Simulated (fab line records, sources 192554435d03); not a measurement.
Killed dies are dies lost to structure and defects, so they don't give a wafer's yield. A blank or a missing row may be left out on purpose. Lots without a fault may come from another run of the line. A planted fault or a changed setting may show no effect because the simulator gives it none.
Which tool did it? | flow n5_finfet | 24 lots, 72 wafers sampled, at 6 steps of a route of 1938

WHAT THE GAUGES READ, wafer by wafer
N5_BEOL_M0_CUTY_CD_MEAS_57: target cd 200 nm. Usual: cd_nm 199.9 nm, standard deviation 0.97.
lot  | measured     | on        | cd_nm (nm)        | flag
L075 | day 5 20:18  | cd_sem-01 | 198.8 199.9 198.8 |
L074 | day 5 23:08  | cd_sem-02 | 198.6 197.6 197.8 |
L076 | day 6 04:02  | cd_sem-02 | 199.6 201.6 200.7 |
L077 | day 6 10:02  | cd_sem-02 | 198.8 199.6 200.1 |
L078 | day 6 18:36  | cd_sem-03 | 199.7 200.8 198.7 |
L079 | day 6 23:26  | cd_sem-01 | 200.9 199.5 198.4 |
L080 | day 7 03:58  | cd_sem-01 | 201.8 200.4 200.7 |
L081 | day 7 08:22  | cd_sem-02 | 199.5 199.2 200.3 |
L082 | day 7 16:02  | cd_sem-01 | 199.9 199.7 199.6 |
L083 | day 7 21:02  | cd_sem-03 | 198.8 199.7 201.0 |
L084 | day 8 12:13  | cd_sem-03 | 199.9 200.5 201.4 |
L085 | day 9 00:13  | cd_sem-02 | 200.9 199.6 199.3 |
L086 | day 9 06:04  | cd_sem-02 | 200.5 201.5 200.3 |
L087 | day 10 00:08 | cd_sem-03 | 200.3 201.3 199.7 |
L088 | day 10 04:08 | cd_sem-01 | 200.4 202.1 201.2 |
L089 | day 10 05:16 | cd_sem-01 | 199.3 200.1 199.4 |
L091 | day 10 06:06 | cd_sem-01 | 199.9 200.9 200.4 |
L090 | day 10 06:25 | cd_sem-02 | 199.4 201.3 200.3 |
L092 | day 10 10:59 | cd_sem-02 | 200.3 200.7 200.9 |
L093 | day 10 18:48 | cd_sem-03 | 198.9 200.1 198.6 |
L094 | day 10 20:59 | cd_sem-01 | 199.6 199.5 197.8 |
L095 | day 11 07:56 | cd_sem-02 | 198.5 199.8 198.7 |
L096 | day 11 10:34 | cd_sem-02 | 200.0 200.4 200.9 |
L097 | day 11 16:20 | cd_sem-03 | 199.1 199.5 199.8 |

N5_BEOL_M0_INSPECT_127: inspects for defects (darkfield). Usual: raw_defect_count 65, standard deviation 20.
lot  | measured     | on                | raw_defect_count | flag
L075 | day 6 00:17  | defect_inspect-02 | 58 39 60         |
L074 | day 6 02:39  | defect_inspect-01 | 40 43 41         |
L076 | day 6 08:08  | defect_inspect-02 | 102 110 89       |
L077 | day 6 14:14  | defect_inspect-02 | 53 65 54         |
L078 | day 7 01:59  | defect_inspect-02 | 64 77 99         |
L079 | day 7 04:46  | defect_inspect-02 | 50 62 64         |
L080 | day 7 07:44  | defect_inspect-02 | 98 84 95         |
L081 | day 7 13:08  | defect_inspect-02 | 76 56 62         |
L082 | day 7 21:41  | defect_inspect-02 | 96 41 36         |
L083 | day 8 02:08  | defect_inspect-01 | 54 71 69         |
L084 | day 8 16:40  | defect_inspect-01 | 67 80 60         |
L085 | day 9 05:39  | defect_inspect-01 | 61 58 78         |
L086 | day 9 13:08  | defect_inspect-02 | 45 45 51         |
L087 | day 10 06:01 | defect_inspect-01 | 81 64 63         |
L088 | day 10 10:58 | defect_inspect-02 | 101 57 120       |
L089 | day 10 11:44 | defect_inspect-02 | 52 83 67         |
L091 | day 10 13:31 | defect_inspect-01 | 68 58 55         |
L090 | day 10 14:07 | defect_inspect-01 | 69 40 65         |
L092 | day 10 15:20 | defect_inspect-02 | 85 98 68         |
L093 | day 11 00:28 | defect_inspect-02 | 68 82 50         |
L094 | day 11 04:38 | defect_inspect-01 | 93 51 66         |
L095 | day 11 12:20 | defect_inspect-01 | 69 39 60         |
L096 | day 11 16:20 | defect_inspect-02 | 57 39 66         |
L097 | day 11 22:20 | defect_inspect-02 | 55 48 49         |

WHICH TOOL RAN EACH LOT (tool, then ch and the chambers of the sampled wafers, then the start)
lot  | N5_BEOL_M0_SAQP_DESCUM_45          | N5_BEOL_M0_CUTY_ETCH_62            | N5_BEOL_M0_HM_OPEN_105            | N5_BEOL_M0_PRE_CLEAN_113
L075 | rie_diel-04 ch 0,2,3, day 5 18:43  | rie_diel-05 ch 0,3, day 5 20:25    | rie_metal-03 ch 0,1, day 5 20:51  | pvd_sputter-03, day 5 21:56
L074 | rie_diel-04 ch 0,2,3, day 5 21:41  | rie_diel-02 ch 2,3, day 5 23:23    | rie_metal-02 ch 0,1, day 5 23:46  | pvd_sputter-02, day 6 00:37
L076 | rie_diel-04 ch 0,3, day 6 02:26    | rie_diel-02 ch 2,3, day 6 04:09    | rie_metal-02 ch 0,1, day 6 04:58  | pvd_sputter-03, day 6 06:02
L077 | rie_diel-04 ch 0,2,3, day 6 08:44  | rie_diel-06 ch 0,1,3, day 6 10:10  | rie_metal-02 ch 0,1, day 6 10:26  | pvd_sputter-01, day 6 11:47
L078 | rie_diel-04 ch 0,3, day 6 17:25    | rie_diel-02 ch 2,3, day 6 19:07    | rie_metal-01 ch 0,1, day 6 20:56  | pvd_sputter-03, day 6 23:30
L079 | rie_diel-03 ch 0,2,3, day 6 22:07  | rie_diel-02 ch 2,3, day 6 23:34    | rie_metal-02 ch 0,1, day 7 01:31  | pvd_sputter-02, day 7 02:51
L080 | rie_diel-03 ch 0,1,3, day 7 02:35  | rie_diel-02 ch 2,3, day 7 04:05    | rie_metal-01 ch 0,1, day 7 04:56  | pvd_sputter-01, day 7 05:49
L081 | rie_diel-03 ch 0,1,3, day 7 07:04  | rie_diel-06 ch 1,2,3, day 7 08:29  | rie_metal-01 ch 0,1, day 7 09:33  | pvd_sputter-01, day 7 10:40
L082 | rie_diel-01 ch 1,2,3, day 7 14:39  | rie_diel-02 ch 0,1,3, day 7 16:15  | rie_metal-02 ch 0,1, day 7 17:45  | pvd_sputter-01, day 7 19:36
L083 | rie_diel-03 ch 1,3, day 7 18:13    | rie_diel-06 ch 0,1,3, day 7 21:10  | rie_metal-02 ch 0,1, day 7 23:27  | pvd_sputter-01, day 8 00:14
L084 | rie_diel-03 ch 0,1,3, day 8 10:45  | rie_diel-06 ch 0,1,3, day 8 12:20  | rie_metal-02 ch 0,1, day 8 13:02  | pvd_sputter-03, day 8 14:37
L085 | rie_diel-03 ch 1,2,3, day 8 22:40  | rie_diel-02 ch 1,2,3, day 9 00:20  | rie_metal-02 ch 0,1, day 9 02:19  | pvd_sputter-03, day 9 03:43
L086 | rie_diel-03 ch 0,1,2, day 9 04:44  | rie_diel-05 ch 1,2, day 9 07:04    | rie_metal-01 ch 0,1, day 9 07:20  | pvd_sputter-03, day 9 10:53
L087 | rie_diel-04 ch 0,2,3, day 9 22:26  | rie_diel-02 ch 0,2,3, day 10 00:29 | rie_metal-03 ch 0, day 10 00:46   | pvd_sputter-02, day 10 03:32
L088 | rie_diel-04 ch 0,1,2, day 10 02:51 | rie_diel-02 ch 0,1,3, day 10 04:16 | rie_metal-03 ch 0,1, day 10 04:32 | pvd_sputter-03, day 10 07:26
L089 | rie_diel-03 ch 2,3, day 10 03:56   | rie_diel-05 ch 2,3, day 10 05:58   | rie_metal-03 ch 0,1, day 10 06:14 | pvd_sputter-03, day 10 09:32
L091 | rie_diel-03 ch 0,2, day 10 04:47   | rie_diel-02 ch 1,2, day 10 07:18   | rie_metal-01 ch 0,1, day 10 09:22 | pvd_sputter-02, day 10 11:19
L090 | rie_diel-01 ch 0,1, day 10 05:07   | rie_diel-06 ch 0,2,3, day 10 07:21 | rie_metal-03 ch 0,1, day 10 09:43 | pvd_sputter-03, day 10 11:19
L092 | rie_diel-04 ch 1,2, day 10 09:41   | rie_diel-05 ch 0,2,3, day 10 11:07 | rie_metal-03 ch 0,1, day 10 12:19 | pvd_sputter-03, day 10 13:25
L093 | rie_diel-01 ch 1,2,3, day 10 17:26 | rie_diel-06 ch 0,2, day 10 18:55   | rie_metal-01 ch 0,1, day 10 19:43 | pvd_sputter-02, day 10 21:23
L094 | rie_diel-04 ch 1,2, day 10 19:41   | rie_diel-02 ch 0,1,3, day 10 21:07 | rie_metal-02 ch 0,1, day 11 00:26 | pvd_sputter-01, day 11 02:25
L095 | rie_diel-01 ch 0,1,3, day 11 06:22 | rie_diel-06 ch 0,1,2, day 11 08:04 | rie_metal-03 ch 0,1, day 11 08:38 | pvd_sputter-03, day 11 09:40
L096 | rie_diel-03 ch 2,3, day 11 09:08   | rie_diel-02 ch 0,1, day 11 10:41   | rie_metal-02 ch 0,1, day 11 11:10 | pvd_sputter-03, day 11 12:07
L097 | rie_diel-01 ch 2,3, day 11 15:02   | rie_diel-02 ch 1,3, day 11 16:27   | rie_metal-03 ch 1, day 11 18:03   | pvd_sputter-02, day 11 19:53
- N5_BEOL_M0_SAQP_DESCUM_45: chemistry O2, time 7 s.
- N5_BEOL_M0_CUTY_ETCH_62: etches SiARC in CF4, time 58.5 s.
- N5_BEOL_M0_HM_OPEN_105: chemistry Cl2/BCl3, target TiN, target depth 12 nm.
- N5_BEOL_M0_PRE_CLEAN_113: time 30 s.

WHAT THE TOOLS THEMSELVES READ (means of the sampled wafers that have a number; where no wafer has one, the mark that the record gives instead)
N5_BEOL_M0_SAQP_DESCUM_45. Usual: drypump_motor_current_A 5.7 A, standard deviation 0.42; oes_product_au 0.76 a.u., standard deviation 0.093; rf_vpp_V 242.7 V, standard deviation 1.4; showerhead_plenum_p_Torr 2.06 Torr, standard deviation 0.066; throttle_valve_pct 20.29 %, standard deviation 0.26.
lot  | tool        | drypump_motor_current_A (A) | oes_product_au (a.u.) | rf_vpp_V (V) | showerhead_plenum_p_Torr (Torr) | throttle_valve_pct (%) | flag
L075 | rie_diel-04 | 5.7                         | 0.78                  | 243.2        | 2.06                            | 20.23                  |
L074 | rie_diel-04 | 5.7                         | 0.77                  | 243.3        | 2.06                            | 20.23                  |
L076 | rie_diel-04 | 5.6                         | 0.70                  | 242.9        | 2.04                            | 20.47                  |
L077 | rie_diel-04 | 5.7                         | 0.77                  | 242.8        | 2.06                            | 20.25                  |
L078 | rie_diel-04 | 5.3                         | 0.70                  | 241.5        | 2.01                            | 20.37                  |
L079 | rie_diel-03 | 5.6                         | 0.69                  | 243.6        | 2.08                            | 20.30                  |
L080 | rie_diel-03 | 6.0                         | 0.69                  | 242.7        | 2.09                            | 20.46                  |
L081 | rie_diel-03 | 6.0                         | 0.69                  | 243.3        | 2.09                            | 20.46                  |
L082 | rie_diel-01 | 5.5                         | 0.80                  | 243.0        | 2.08                            | 20.20                  |
L083 | rie_diel-03 | 5.9                         | 0.67                  | 242.5        | 2.10                            | 20.63                  |
L084 | rie_diel-03 | 6.0                         | 0.68                  | 242.3        | 2.09                            | 20.48                  |
L085 | rie_diel-03 | 5.7                         | 0.77                  | 243.3        | 2.11                            | 20.42                  |
L086 | rie_diel-03 | 5.8                         | 0.77                  | 243.6        | 2.10                            | 20.27                  |
L087 | rie_diel-04 | 5.7                         | 0.74                  | 242.9        | 2.05                            | 20.28                  |
L088 | rie_diel-04 | 5.9                         | 0.77                  | 241.6        | 2.03                            | 20.28                  |
L089 | rie_diel-03 | 5.2                         | 0.84                  | 243.9        | 2.10                            | 20.17                  |
L091 | rie_diel-03 | 5.7                         | 0.76                  | 243.4        | 2.07                            | 20.06                  |
L090 | rie_diel-01 | 5.5                         | 0.86                  | 241.4        | 2.04                            | 20.09                  |
L092 | rie_diel-04 | 5.9                         | 0.79                  | 241.5        | 1.99                            | 20.15                  |
L093 | rie_diel-01 | 5.5                         | 0.78                  | 243.3        | 2.07                            | 20.23                  |
L094 | rie_diel-04 | 5.9                         | 0.79                  | 241.0        | 1.99                            | 20.16                  |
L095 | rie_diel-01 | 5.4                         | 0.82                  | 242.2        | 2.08                            | 20.13                  |
L096 | rie_diel-03 | 5.5                         | 0.74                  | 243.7        | 2.08                            | 20.39                  |
L097 | rie_diel-01 | 5.3                         | 0.75                  | 242.6        | 2.06                            | 20.33                  |

N5_BEOL_M0_CUTY_ETCH_62. Usual: drypump_motor_current_A 5.7 A, standard deviation 0.49; etch_rf_on_time_s 58.7 s, standard deviation 1.5; oes_product_au 0.68 a.u., standard deviation 0.071; rf_vpp_V 184.4 V, standard deviation 1.2; showerhead_plenum_p_Torr 2.17 Torr, standard deviation 0.07; throttle_valve_pct 15.5 %, standard deviation 0.32.
lot  | tool        | drypump_motor_current_A (A) | etch_rf_on_time_s (s) | oes_product_au (a.u.) | rf_vpp_V (V) | showerhead_plenum_p_Torr (Torr) | throttle_valve_pct (%) | flag
L075 | rie_diel-05 | 5.4                         | 59.8                  | 0.64                  | 184.4        | 2.11                            | 15.5                   |
L074 | rie_diel-02 | 5.6                         | 58.6                  | 0.72                  | 185.2        | 2.20                            | 15.2                   |
L076 | rie_diel-02 | 5.5                         | 58.9                  | 0.75                  | 185.6        | 2.23                            | 15.2                   |
L077 | rie_diel-06 | 5.6                         | 59.0                  | 0.65                  | 185.2        | 2.20                            | 15.6                   |
L078 | rie_diel-02 | 5.5                         | 59.5                  | 0.74                  | 185.2        | 2.23                            | 15.2                   |
L079 | rie_diel-02 | 5.5                         | 58.3                  | 0.75                  | 184.6        | 2.23                            | 15.2                   |
L080 | rie_diel-02 | 5.6                         | 58.6                  | 0.72                  | 185.2        | 2.20                            | 15.2                   |
L081 | rie_diel-06 | 6.0                         | 58.9                  | 0.59                  | 183.0        | 2.12                            | 15.9                   |
L082 | rie_diel-02 | 5.8                         | 57.6                  | 0.68                  | 184.5        | 2.15                            | 15.4                   |
L083 | rie_diel-06 | 5.5                         | 58.3                  | 0.65                  | 184.3        | 2.20                            | 15.6                   |
L084 | rie_diel-06 | 5.6                         | 58.2                  | 0.65                  | 184.7        | 2.19                            | 15.6                   |
L085 | rie_diel-02 | 5.7                         | 59.2                  | 0.68                  | 184.6        | 2.20                            | 15.4                   |
L086 | rie_diel-05 | 5.4                         | 60.3                  | 0.70                  | 183.5        | 2.14                            | 15.3                   |
L087 | rie_diel-02 | 5.6                         | 58.3                  | 0.70                  | 183.9        | 2.17                            | 15.3                   |
L088 | rie_diel-02 | 5.8                         | 57.5                  | 0.66                  | 182.8        | 2.14                            | 15.5                   |
L089 | rie_diel-05 | 5.5                         | 60.5                  | 0.77                  | 185.0        | 2.12                            | 15.3                   |
L091 | rie_diel-02 | 5.5                         | 58.9                  | 0.69                  | 185.3        | 2.24                            | 15.3                   |
L090 | rie_diel-06 | 6.0                         | 58.1                  | 0.65                  | 183.8        | 2.17                            | 15.8                   |
L092 | rie_diel-05 | 5.4                         | 60.9                  | 0.70                  | 183.9        | 2.11                            | 15.4                   |
L093 | rie_diel-06 | 5.5                         | 57.5                  | 0.69                  | 185.0        | 2.19                            | 15.6                   |
L094 | rie_diel-02 | 5.8                         | 58.6                  | 0.65                  | 183.6        | 2.14                            | 15.5                   |
L095 | rie_diel-06 | 5.5                         | 56.8                  | 0.72                  | 183.4        | 2.14                            | 15.6                   |
L096 | rie_diel-02 | 5.8                         | 57.9                  | 0.66                  | 184.4        | 2.11                            | 15.5                   |
L097 | rie_diel-02 | 5.9                         | 58.8                  | 0.62                  | 184.5        | 2.17                            | 15.7                   |

N5_BEOL_M0_HM_OPEN_105. Usual: drypump_motor_current_A 5.7 A, standard deviation 0.69; oes_product_au 0.76 a.u., standard deviation 0.14; throttle_valve_pct 21.83 %, standard deviation 0.26.
lot  | tool         | drypump_motor_current_A (A) | oes_product_au (a.u.) | throttle_valve_pct (%) | flag
L075 | rie_metal-03 | 6.2                         | 0.76                  | 21.79                  |
L074 | rie_metal-02 | 5.3                         | 0.74                  | 21.67                  |
L076 | rie_metal-02 | 5.3                         | 0.87                  | 21.58                  |
L077 | rie_metal-02 | 5.3                         | 0.87                  | 21.58                  |
L078 | rie_metal-01 | 5.6                         | 0.68                  | 22.25                  |
L079 | rie_metal-02 | 5.3                         | 0.85                  | 21.60                  |
L080 | rie_metal-01 | 5.6                         | 0.68                  | 22.24                  |
L081 | rie_metal-01 | 5.6                         | 0.67                  | 22.26                  |
L082 | rie_metal-02 | 5.4                         | 0.73                  | 21.67                  |
L083 | rie_metal-02 | 5.3                         | 0.84                  | 21.59                  |
L084 | rie_metal-02 | 5.4                         | 0.72                  | 21.67                  |
L085 | rie_metal-02 | 5.3                         | 0.83                  | 21.60                  |
L086 | rie_metal-01 | 6.0                         | 0.73                  | 22.21                  |
L087 | rie_metal-03 | 5.0                         | 0.63                  | 21.69                  |
L088 | rie_metal-03 | 5.6                         | 0.68                  | 21.76                  |
L089 | rie_metal-03 | 5.6                         | 0.68                  | 21.76                  |
L091 | rie_metal-01 | 5.6                         | 0.66                  | 22.28                  |
L090 | rie_metal-03 | 6.2                         | 0.73                  | 21.81                  |
L092 | rie_metal-03 | 5.7                         | 0.67                  | 21.76                  |
L093 | rie_metal-01 | 5.6                         | 0.66                  | 22.27                  |
L094 | rie_metal-02 | 5.4                         | 0.96                  | 21.55                  |
L095 | rie_metal-03 | 5.6                         | 0.68                  | 21.75                  |
L096 | rie_metal-02 | 5.3                         | 0.93                  | 21.55                  |
L097 | rie_metal-03 | 6.8                         | 0.77                  | 21.88                  |

N5_BEOL_M0_PRE_CLEAN_113. Usual: heater_power_w 348 W, standard deviation 18.
lot  | tool           | heater_power_w (W) | flag
L075 | pvd_sputter-03 | 332                |
L074 | pvd_sputter-02 | 346                |
L076 | pvd_sputter-03 | 345                |
L077 | pvd_sputter-01 | 332                |
L078 | pvd_sputter-03 | 343                |
L079 | pvd_sputter-02 | 349                |
L080 | pvd_sputter-01 | 338                |
L081 | pvd_sputter-01 | 332                |
L082 | pvd_sputter-01 | 353                |
L083 | pvd_sputter-01 | 349                |
L084 | pvd_sputter-03 | 340                |
L085 | pvd_sputter-03 | 338                |
L086 | pvd_sputter-03 | 349                |
L087 | pvd_sputter-02 | 347                |
L088 | pvd_sputter-03 | 345                |
L089 | pvd_sputter-03 | 350                |
L091 | pvd_sputter-02 | 343                |
L090 | pvd_sputter-03 | 350                |
L092 | pvd_sputter-03 | 351                |
L093 | pvd_sputter-02 | 352                |
L094 | pvd_sputter-01 | 351                |
L095 | pvd_sputter-03 | 356                |
L096 | pvd_sputter-03 | 354                |
L097 | pvd_sputter-02 | 352                |

THE ANSWER, worked out from the rows above alone
Rule: a lot is off if the mean of its wafers that have a number lies more than 3 standard deviations from the usual mean. A lot without any number at a reading at which 4 lots or more have one is off too. The other lots that the step has rows for count as sound. The gauges are gone through in route order, then the tools' own readings, and for those a lot's mean is taken as printed above. The first step at which some lot is off is used, and at that step the reading that is off furthest; a lot without a number counts as furthest.
No lot is off at any reading shown: from this, nothing can be told.

WHAT THE SIMULATOR HAD PUT IN
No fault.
